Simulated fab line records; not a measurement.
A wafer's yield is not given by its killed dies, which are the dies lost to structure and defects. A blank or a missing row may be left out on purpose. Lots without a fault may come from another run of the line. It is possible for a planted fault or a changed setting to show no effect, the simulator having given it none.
Chamber matching ; flow n5Finfet ; aldHk-01 running N5_HKMG_FIN_HK_ALD_01: 4 sister chambers
The step deposits HfO2, target thk 1.6 nm, pulse time 3 s, purge time 3 s. 4 wafers are shown with their chamber, then 11 later ones without.

WAFERS, EACH WITH ITS CHAMBER
wafer;chamber;precursorPulseHeightRel
L079.2;3;1.014
L083.3;2;0.975
L086.6;0;1.021
L087.3;1;1.020

WAFERS WITH NO CHAMBER GIVEN
wafer;precursorPulseHeightRel
L087.5;1.020
L087.6;1.015
L088.1;0.993
L088.3;0.995
L088.4;1.010
L095.1;0.984
L095.2;0.990
L095.3;0.986
L095.4;1.018
L095.5;1.014
L095.6;0.977

CHAMBER TAKEN BY EACH
wafer;from the rows above;in truth
L087.5;can't be placed: 1 or 0 or 3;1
L087.6;can't be placed: 3 or 1 or 0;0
L088.1;can't be placed: 2 or 3 or 1 or 0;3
L088.3;can't be placed: 3 or 2 or 1 or 0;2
L088.4;can't be placed: 3 or 1 or 0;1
L095.1;2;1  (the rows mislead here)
L095.2;can't be placed: 2 or 3 or 1 or 0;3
L095.3;can't be placed: 2 or 3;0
L095.4;can't be placed: 1 or 0 or 3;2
L095.5;can't be placed: 3 or 1 or 0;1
L095.6;2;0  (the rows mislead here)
0 of 11 placed correctly. These rows do not allow placing 9 (true chamber among the candidates in 7). Placed wrongly: 2.
How it was worked out, from the rows above alone: a wafer's distance from a chamber is the root of the sum, over the readings, of the square of ((its reading less the chamber's mean) divided by the reading's scatter). The wafer belongs to the nearest chamber; if the next one is less than 2 further off, it can't be placed. For every chamber, the mean is computed from those of its wafers that are shown. The scatter (one wafer shown for each chamber): square how far every hidden wafer sits from the nearest shown wafer, average those squares and take the square root.
